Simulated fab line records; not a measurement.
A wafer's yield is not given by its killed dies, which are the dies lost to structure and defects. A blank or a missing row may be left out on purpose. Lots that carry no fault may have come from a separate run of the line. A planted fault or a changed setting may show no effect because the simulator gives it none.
Problem report in the 8D (eight disciplines) form, filled by code + flow n5 finfet + the parts of the form that need people (team, actions taken, sign-off) are left out

## 1. THE ISSUE
Wafers without a fault read 22.32 %, standard deviation 0.19; throttle valve pct at N5_BEOL_M6_HM_OPEN_17 reads a mean of 23.14 % on 6 wafers belonging to 2 lots. Measured from the usual mean, that is +4.3 standard deviations.
The step: chemistry Cl2/BCl3, target TiN, target depth 20 nm, overetch 6 nm.
The first sign was on wafer L666.1 at day 11 17:17, on rie metal-01. At this step, 42 wafers from 14 lots have a number in the record. The rule behind "out" and "out of limits": a value lying over 4 standard deviations away from the usual mean. The rest of the wafers with a number are treated as sound.

## 2. WHAT THIS IS AND IS NOT
| question                    | is                         | is not                                                                    |
|-----------------------------|----------------------------|---------------------------------------------------------------------------|
| which readings at this step | throttle valve pct         | drypump motor current A                                                   |
| which lots                  | L666, L667                 | L654, L655, L656, L657, L659, L660, L661, L663, L664, L665, L676, L677    |
| which wafers of those lots  | all that have a number     | -                                                                         |
| read on which tools         | rie metal-01, rie metal-03 | rie metal-02                                                              |
| when                        | from day 11 17:17          | up to then (30 sound wafers); but 6 sound wafers of L676, L677 came after |

## 3. WHAT RULES OUT EACH SUSPECT
Counting: a tool at any process step up to the reading remains a suspect when it ran all the lots that are out and ran no sound lot after the first of those.
- pecvd-04 at N5_BEOL_M5_DEP_56 (deposits SiCN from 3MS/NH3, target thk 8 nm, time 14 s): ruled out as a lasting fault. Sound lots L677 ran on it after its first lot that is out, L666 (day 11 12:13).
- pvd sputter-02 at N5_BEOL_M6_HM_DEP_02 (deposits TiN, target thk 20 nm): ruled out as a lasting fault. Sound lots L676 ran on it after its first lot that is out, L666 (day 11 16:26).
Left after counting: nothing in the record.

## 4. THE CAUSE (what the simulator had put in)
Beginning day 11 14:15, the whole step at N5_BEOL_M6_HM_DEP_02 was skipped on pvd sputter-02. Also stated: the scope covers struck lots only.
It was ruled out by counting, in error; the rule expects a fault to strike all lots run on its tool from its start on, and this fault did not.

## 5. THE EFFECT CHAIN, in route order
Rows list readings where the struck wafers' mean (over those with a number) sits beyond 3 standard deviations from the usual. Only readings whose record carries a usual standard deviation are examined. hours: median over the lots of the time between each lot's start at the first step of this table that gives one and its start at this step. sigmas: the change, counted in usual standard deviations.
| hours | step                  | reading            | usual     | on struck wafers | change | sigmas |
|-------|-----------------------|--------------------|-----------|------------------|--------|--------|
| 0     | N5_BEOL_M6_HM_OPEN_17 | oes product au     | 0.61 a.u. | 0.23             | -0.38  | -3.9   |
| 0     | N5_BEOL_M6_HM_OPEN_17 | throttle valve pct | 22.32 %   | 23.14            | +0.82  | +4.3   |
It contains these process steps:
- N5_BEOL_M6_HM_OPEN_17: chemistry Cl2/BCl3, target TiN, target depth 20 nm, overetch 6 nm.
Readings that are blank on the struck wafers while sound wafers have them: chamber pressure pa at N5_BEOL_M6_HM_DEP_02; substrate temp c at N5_BEOL_M6_HM_DEP_02; throttle valve pct at N5_BEOL_M6_HM_DEP_02; cd nm at N5_BEOL_M6_CD_MEAS_18.

## 6. WHAT WOULD HAVE CAUGHT IT SOONER
In this record the first reading out of limits was taken at day 11 17:17, 3 hours after the fault began at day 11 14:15.
At N5_BEOL_M6_HM_DEP_02 the tool's readings are blank on the struck wafers, where sound wafers have them: an empty tool record is the first sign, and it was there at once.
